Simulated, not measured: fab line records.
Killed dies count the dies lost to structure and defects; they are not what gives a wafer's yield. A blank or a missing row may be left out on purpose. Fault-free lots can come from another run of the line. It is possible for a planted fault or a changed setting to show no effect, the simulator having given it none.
Chamber matching || flow nand_harc || NHARC_P_M0_ETCH_34 on rie_diel-08 has 4 sister chambers
The step etches the open film in N2/H2, target depth 40 nm, overetch 12 nm, time 43.94 s. 24 wafers are shown with their chamber, then 12 later ones without.

## EACH WAFER AND ITS CHAMBER
{"wafer": "L077.1", "chamber": 0, "drypump_motor_current_A (A)": 6.3, "rf_vpp_V (V)": 429.5, "throttle_valve_pct (%)": 14.169}
{"wafer": "L077.3", "chamber": 1, "drypump_motor_current_A (A)": 5.6, "rf_vpp_V (V)": 435.0, "throttle_valve_pct (%)": 14.162}
{"wafer": "L077.5", "chamber": 3, "drypump_motor_current_A (A)": 5.4, "rf_vpp_V (V)": 427.6, "throttle_valve_pct (%)": 14.174}
{"wafer": "L079.1", "chamber": 0, "drypump_motor_current_A (A)": 6.3, "rf_vpp_V (V)": 430.7, "throttle_valve_pct (%)": 14.179}
{"wafer": "L079.2", "chamber": 2, "drypump_motor_current_A (A)": 5.9, "rf_vpp_V (V)": 428.8, "throttle_valve_pct (%)": 14.171}
{"wafer": "L079.3", "chamber": 3, "drypump_motor_current_A (A)": 5.4, "rf_vpp_V (V)": 426.6, "throttle_valve_pct (%)": 14.171}
{"wafer": "L081.4", "chamber": 2, "drypump_motor_current_A (A)": 6.0, "rf_vpp_V (V)": 427.5, "throttle_valve_pct (%)": 14.155}
{"wafer": "L081.5", "chamber": 3, "drypump_motor_current_A (A)": 5.4, "rf_vpp_V (V)": 427.6, "throttle_valve_pct (%)": 14.173}
{"wafer": "L081.6", "chamber": 0, "drypump_motor_current_A (A)": 6.3, "rf_vpp_V (V)": 429.4, "throttle_valve_pct (%)": 14.174}
{"wafer": "L080.1", "chamber": 0, "drypump_motor_current_A (A)": 6.3, "rf_vpp_V (V)": 430.6, "throttle_valve_pct (%)": 14.179}
{"wafer": "L080.5", "chamber": 3, "drypump_motor_current_A (A)": 5.4, "rf_vpp_V (V)": 428.1, "throttle_valve_pct (%)": 14.174}
{"wafer": "L080.6", "chamber": 0, "drypump_motor_current_A (A)": 6.3, "rf_vpp_V (V)": 429.5, "throttle_valve_pct (%)": 14.167}
{"wafer": "L083.2", "chamber": 2, "drypump_motor_current_A (A)": 5.9, "rf_vpp_V (V)": 427.7, "throttle_valve_pct (%)": 14.169}
{"wafer": "L083.3", "chamber": 1, "drypump_motor_current_A (A)": 5.6, "rf_vpp_V (V)": 434.0, "throttle_valve_pct (%)": 14.177}
{"wafer": "L083.4", "chamber": 0, "drypump_motor_current_A (A)": 6.3, "rf_vpp_V (V)": 429.1, "throttle_valve_pct (%)": 14.167}
{"wafer": "L082.3", "chamber": 1, "drypump_motor_current_A (A)": 5.6, "rf_vpp_V (V)": 433.1, "throttle_valve_pct (%)": 14.173}
{"wafer": "L082.4", "chamber": 0, "drypump_motor_current_A (A)": 6.3, "rf_vpp_V (V)": 429.7, "throttle_valve_pct (%)": 14.175}
{"wafer": "L082.6", "chamber": 0, "drypump_motor_current_A (A)": 6.3, "rf_vpp_V (V)": 430.6, "throttle_valve_pct (%)": 14.183}
{"wafer": "L085.1", "chamber": 0, "drypump_motor_current_A (A)": 6.3, "rf_vpp_V (V)": 428.9, "throttle_valve_pct (%)": 14.174}
{"wafer": "L085.3", "chamber": 1, "drypump_motor_current_A (A)": 5.6, "rf_vpp_V (V)": 433.9, "throttle_valve_pct (%)": 14.169}
{"wafer": "L085.5", "chamber": 1, "drypump_motor_current_A (A)": 5.6, "rf_vpp_V (V)": 434.7, "throttle_valve_pct (%)": 14.169}
{"wafer": "L086.1", "chamber": 1, "drypump_motor_current_A (A)": 5.6, "rf_vpp_V (V)": 433.8, "throttle_valve_pct (%)": 14.165}
{"wafer": "L086.3", "chamber": 0, "drypump_motor_current_A (A)": 6.3, "rf_vpp_V (V)": 429.8, "throttle_valve_pct (%)": 14.179}
{"wafer": "L086.5", "chamber": 2, "drypump_motor_current_A (A)": 6.0, "rf_vpp_V (V)": 427.0, "throttle_valve_pct (%)": 14.153}

SIGNATURES, as means of the wafers listed above
{"reading": "drypump_motor_current_A", "chamber 0": 6.300, "chamber 1": 5.600, "chamber 2": 5.950, "chamber 3": 5.400, "scatter within a chamber": 0.0224}
{"reading": "rf_vpp_V", "chamber 0": 429.780, "chamber 1": 434.083, "chamber 2": 427.750, "chamber 3": 427.475, "scatter within a chamber": 0.669}
{"reading": "throttle_valve_pct", "chamber 0": 14.17460, "chamber 1": 14.16917, "chamber 2": 14.16200, "chamber 3": 14.17300, "scatter within a chamber": 0.00586}
Rule: distance of a wafer from a chamber = root of the sum over the readings of ((wafer's reading minus chamber's mean) / reading's scatter) squared. If the next closest chamber is less than 2 further off than the closest, the wafer can't be placed; otherwise it belongs to the closest. The scatter: take each reading less its chamber's mean, square it, sum over the shown wafers, divide by the number of wafers less the number of chambers, and take the root.

## WAFERS WITH NO CHAMBER GIVEN
{"wafer": "L089.3", "drypump_motor_current_A (A)": 5.9, "rf_vpp_V (V)": 428.0, "throttle_valve_pct (%)": 14.171}
{"wafer": "L089.4", "drypump_motor_current_A (A)": 6.3, "rf_vpp_V (V)": 431.7, "throttle_valve_pct (%)": 14.173}
{"wafer": "L089.5", "drypump_motor_current_A (A)": 5.6, "rf_vpp_V (V)": 435.4, "throttle_valve_pct (%)": 14.159}
{"wafer": "L090.1", "drypump_motor_current_A (A)": 5.9, "rf_vpp_V (V)": 426.9, "throttle_valve_pct (%)": 14.168}
{"wafer": "L090.2", "drypump_motor_current_A (A)": 5.7, "rf_vpp_V (V)": 433.2, "throttle_valve_pct (%)": 14.189}
{"wafer": "L090.3", "drypump_motor_current_A (A)": 5.4, "rf_vpp_V (V)": 428.6, "throttle_valve_pct (%)": 14.169}
{"wafer": "L095.2", "drypump_motor_current_A (A)": 5.9, "rf_vpp_V (V)": 428.8, "throttle_valve_pct (%)": 14.167}
{"wafer": "L095.3", "drypump_motor_current_A (A)": 6.3, "rf_vpp_V (V)": 429.2, "throttle_valve_pct (%)": 14.168}
{"wafer": "L095.4", "drypump_motor_current_A (A)": 5.4, "rf_vpp_V (V)": 426.5, "throttle_valve_pct (%)": 14.179}
{"wafer": "L097.2", "drypump_motor_current_A (A)": 5.4, "rf_vpp_V (V)": 428.4, "throttle_valve_pct (%)": 14.167}
{"wafer": "L097.3", "drypump_motor_current_A (A)": 5.9, "rf_vpp_V (V)": 427.9, "throttle_valve_pct (%)": 14.162}
{"wafer": "L097.6", "drypump_motor_current_A (A)": 5.6, "rf_vpp_V (V)": 434.2, "throttle_valve_pct (%)": 14.165}

## EACH ONE'S CHAMBER
{"wafer": "L089.3", "from the rows above": 2, "in truth": 2}
{"wafer": "L089.4", "from the rows above": 0, "in truth": 0}
{"wafer": "L089.5", "from the rows above": 1, "in truth": 1}
{"wafer": "L090.1", "from the rows above": 2, "in truth": 2}
{"wafer": "L090.2", "from the rows above": 1, "in truth": 1}
{"wafer": "L090.3", "from the rows above": 3, "in truth": 3}
{"wafer": "L095.2", "from the rows above": 2, "in truth": 2}
{"wafer": "L095.3", "from the rows above": 0, "in truth": 0}
{"wafer": "L095.4", "from the rows above": 3, "in truth": 3}
{"wafer": "L097.2", "from the rows above": 3, "in truth": 3}
{"wafer": "L097.3", "from the rows above": 2, "in truth": 2}
{"wafer": "L097.6", "from the rows above": 1, "in truth": 1}
Correctly placed: 12 of 12. Not placeable from these rows: 0. Placed wrongly: 0.
